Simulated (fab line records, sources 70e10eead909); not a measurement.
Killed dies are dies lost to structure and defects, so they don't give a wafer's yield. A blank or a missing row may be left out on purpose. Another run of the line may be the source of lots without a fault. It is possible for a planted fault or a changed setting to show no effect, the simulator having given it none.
Matching of chambers || flow nandHarc || aldHk-02 running NHARC_A_CHANNEL_FILL_D2_ALD_02: 4 sister chambers
The step deposits SiO2, target thk 6 nm, pulse time 10 s, ald cycles 60. 8 wafers are shown with their chamber, then 12 later ones without.

EACH WAFER AND ITS CHAMBER
{"wafer": "L083.1", "chamber": 2, "heaterPowerW (W)": 459, "precursorPulseHeightRel": 1.006}
{"wafer": "L092.4", "chamber": 2, "heaterPowerW (W)": 457, "precursorPulseHeightRel": 1.001}
{"wafer": "L093.1", "chamber": 3, "heaterPowerW (W)": 513, "precursorPulseHeightRel": 0.977}
{"wafer": "L093.3", "chamber": 0, "heaterPowerW (W)": 528, "precursorPulseHeightRel": 1.032}
{"wafer": "L093.5", "chamber": 1, "heaterPowerW (W)": 506, "precursorPulseHeightRel": 0.992}
{"wafer": "L095.1", "chamber": 1, "heaterPowerW (W)": 498, "precursorPulseHeightRel": 1.010}
{"wafer": "L095.3", "chamber": 3, "heaterPowerW (W)": 511, "precursorPulseHeightRel": 1.027}
{"wafer": "L095.4", "chamber": 0, "heaterPowerW (W)": 532, "precursorPulseHeightRel": 0.981}

WAFERS MISSING THEIR CHAMBER
{"wafer": "L097.1", "heaterPowerW (W)": 456, "precursorPulseHeightRel": 1.012}
{"wafer": "L097.5", "heaterPowerW (W)": 460, "precursorPulseHeightRel": 0.957}
{"wafer": "L097.6", "heaterPowerW (W)": 507, "precursorPulseHeightRel": 0.979}
{"wafer": "L097.2", "heaterPowerW (W)": 496, "precursorPulseHeightRel": 1.010}
{"wafer": "L097.3", "heaterPowerW (W)": 516, "precursorPulseHeightRel": 0.981}
{"wafer": "L097.4", "heaterPowerW (W)": 540, "precursorPulseHeightRel": 1.014}
{"wafer": "L096.4", "heaterPowerW (W)": 520, "precursorPulseHeightRel": 1.013}
{"wafer": "L096.5", "heaterPowerW (W)": 534, "precursorPulseHeightRel": 0.994}
{"wafer": "L096.6", "heaterPowerW (W)": 507, "precursorPulseHeightRel": 1.027}
{"wafer": "L096.1", "heaterPowerW (W)": 505, "precursorPulseHeightRel": 1.004}
{"wafer": "L096.2", "heaterPowerW (W)": 474, "precursorPulseHeightRel": 1.025}
{"wafer": "L096.3", "heaterPowerW (W)": 522, "precursorPulseHeightRel": 1.043}

EACH ONE'S CHAMBER
{"wafer": "L097.1", "from the rows above": 2, "in truth": 2}
{"wafer": "L097.5", "from the rows above": 2, "in truth": 2}
{"wafer": "L097.6", "from the rows above": "can't be placed: 1 or 3", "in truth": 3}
{"wafer": "L097.2", "from the rows above": 1, "in truth": 1}
{"wafer": "L097.3", "from the rows above": 3, "in truth": 3}
{"wafer": "L097.4", "from the rows above": 0, "in truth": 0}
{"wafer": "L096.4", "from the rows above": "can't be placed: 3 or 0", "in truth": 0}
{"wafer": "L096.5", "from the rows above": 0, "in truth": 0}
{"wafer": "L096.6", "from the rows above": "can't be placed: 3 or 1", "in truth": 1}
{"wafer": "L096.1", "from the rows above": "can't be placed: 1 or 3", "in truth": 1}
{"wafer": "L096.2", "from the rows above": 2, "in truth": 2}
{"wafer": "L096.3", "from the rows above": "can't be placed: 0 or 3", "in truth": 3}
Correctly placed: 7 of 12. Not placeable from these rows: 5 (in 5, the candidates include the true chamber). Wrongly placed: 0.
How it was worked out, from the rows above alone: a wafer's distance from a chamber is the root of the sum, over the readings, of the square of ((its reading less the chamber's mean) divided by the reading's scatter). The wafer belongs to the nearest chamber; if the next one is less than 2 further off, it can't be placed. A chamber's mean is the mean of its shown wafers. The scatter: the root of (the sum of the squares of (reading less its chamber's mean) over the shown wafers, divided by (wafers less chambers)).
